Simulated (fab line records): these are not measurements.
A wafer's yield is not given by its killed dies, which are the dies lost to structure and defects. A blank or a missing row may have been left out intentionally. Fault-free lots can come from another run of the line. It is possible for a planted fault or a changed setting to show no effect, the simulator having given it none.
Which tool is to blame?    flow n5 finfet    12 lots, 36 wafers sampled, at 5 steps of a route of 1938

== WHAT THE GAUGES READ, wafer by wafer ==
N5_BEOL_M6_CD_MEAS_35: target cd 40 nm, target cd y 28 nm.
lot   measured      on         cd nm (nm)
L075  day 8 17:35   cd sem-03  38.6 40.9 39.8
L077  day 9 04:46   cd sem-02  39.7 40.5 39.0
L078  day 9 17:55   cd sem-02  40.4 39.1 39.1
L081  day 10 13:53  cd sem-01  40.6 39.4 39.7
L083  day 11 03:36  cd sem-01  39.9 40.5 40.8
L085  day 11 10:18  cd sem-01  39.4 41.4 39.1
L087  day 12 10:38  cd sem-03  39.0 40.0 39.8
L090  day 12 22:53  cd sem-03  39.2 39.2 39.1
L091  day 13 15:21  cd sem-02  39.5 39.7 39.9
L094  day 13 17:38  cd sem-03  40.7 40.4 39.3
L093  day 13 23:59  cd sem-02  40.9 39.8 40.0
L097  day 15 10:09  cd sem-02  40.4 39.4 40.5

== WHICH TOOL RAN EACH LOT (tool, then ch and the chambers of the sampled wafers, then the start) ==
lot   N5_BEOL_M5_PRE_CLEAN_45       N5_BEOL_M5_SPUTTER_81         N5_BEOL_M5_CO_CAP_78              N5_BEOL_M6_STRIP_80
L075  pvd sputter-01, day 8 04:30   pvd sputter-03, day 8 07:27   cvd co-02 ch 0,2, day 8 12:15     rie diel-02 ch 1,3, day 8 17:35 or earlier
L077  pvd sputter-02, day 8 14:43   pvd sputter-03, day 8 16:56   cvd co-01 ch 0,2, day 8 21:05     rie diel-04 ch 0,1,2, day 9 04:46 or earlier
L078  pvd sputter-03, day 9 07:13   pvd sputter-02, day 9 10:05   cvd co-02 ch 0,1,2, day 9 14:13   rie diel-04 ch 1,2,3, day 9 17:55 or earlier
L081  pvd sputter-01, day 10 03:59  pvd sputter-01, day 10 05:59  cvd co-02 ch 0,2, day 10 10:07    rie diel-01 ch 0,1,3, day 10 13:53 or earlier
L083  pvd sputter-02, day 10 15:25  pvd sputter-02, day 10 17:21  cvd co-01 ch 0, day 10 21:31      rie diel-04 ch 0,2,3, day 11 03:36 or earlier
L085  pvd sputter-03, day 11 00:16  pvd sputter-03, day 11 01:58  cvd co-01 ch 0,2, day 11 06:19    rie diel-01 ch 1,2,3, day 11 10:18 or earlier
L087  pvd sputter-03, day 11 22:48  pvd sputter-03, day 12 00:27  cvd co-01 ch 0,1, day 12 04:35    rie diel-02 ch 0,2,3, day 12 10:38 or earlier
L090  pvd sputter-03, day 12 12:47  pvd sputter-01, day 12 14:40  cvd co-02 ch 0,1,2, day 12 18:50  rie diel-04 ch 0,1,2, day 12 22:53 or earlier
L091  pvd sputter-03, day 13 00:02  pvd sputter-02, day 13 01:42  cvd co-01 ch 0,1, day 13 05:50    rie diel-01 ch 0,2,3, day 13 15:21 or earlier
L094  pvd sputter-01, day 13 06:31  pvd sputter-02, day 13 08:37  cvd co-02 ch 0,2, day 13 12:50    rie diel-01 ch 0,1,2, day 13 17:38 or earlier
L093  pvd sputter-02, day 13 11:59  pvd sputter-01, day 13 13:56  cvd co-02 ch 0,1, day 13 20:17    rie diel-01 ch 0,1, day 13 23:59 or earlier
L097  pvd sputter-01, day 14 17:38  pvd sputter-02, day 14 19:14  cvd co-02 ch 2, day 14 23:23      rie diel-02 ch 0,1, day 15 10:09 or earlier
- N5_BEOL_M5_PRE_CLEAN_45: time 30 s.
- N5_BEOL_M5_SPUTTER_81: material Cu, target thk 15 nm, time 27.62 s.
- N5_BEOL_M5_CO_CAP_78: material Co, precursor CCTBA/H2, target thk 2 nm, time 102.1 s.
- N5_BEOL_M6_STRIP_80: strips in N2/H2, time 10 s.

== THE ANSWER, worked out from the rows above alone ==
Rule: the usual values come from the lots themselves. The widest of any qualifying gaps counts: lots, ordered by their means at a reading, are off when they make up no more than a third of the lots, leave a main group of 4 or more, and stand apart from it by 3 or more times the standard deviation of that group's means. The tables above print the reading to a certain number of digits; a main group whose means all agree to those digits is not used. A lot without any number at a reading at which 4 lots or more have one is off too. All remaining lots with rows at the step are treated as sound.
Nothing can be told from this: no lot is off at any reading shown.

== WHAT THE SIMULATOR PUT IN ==
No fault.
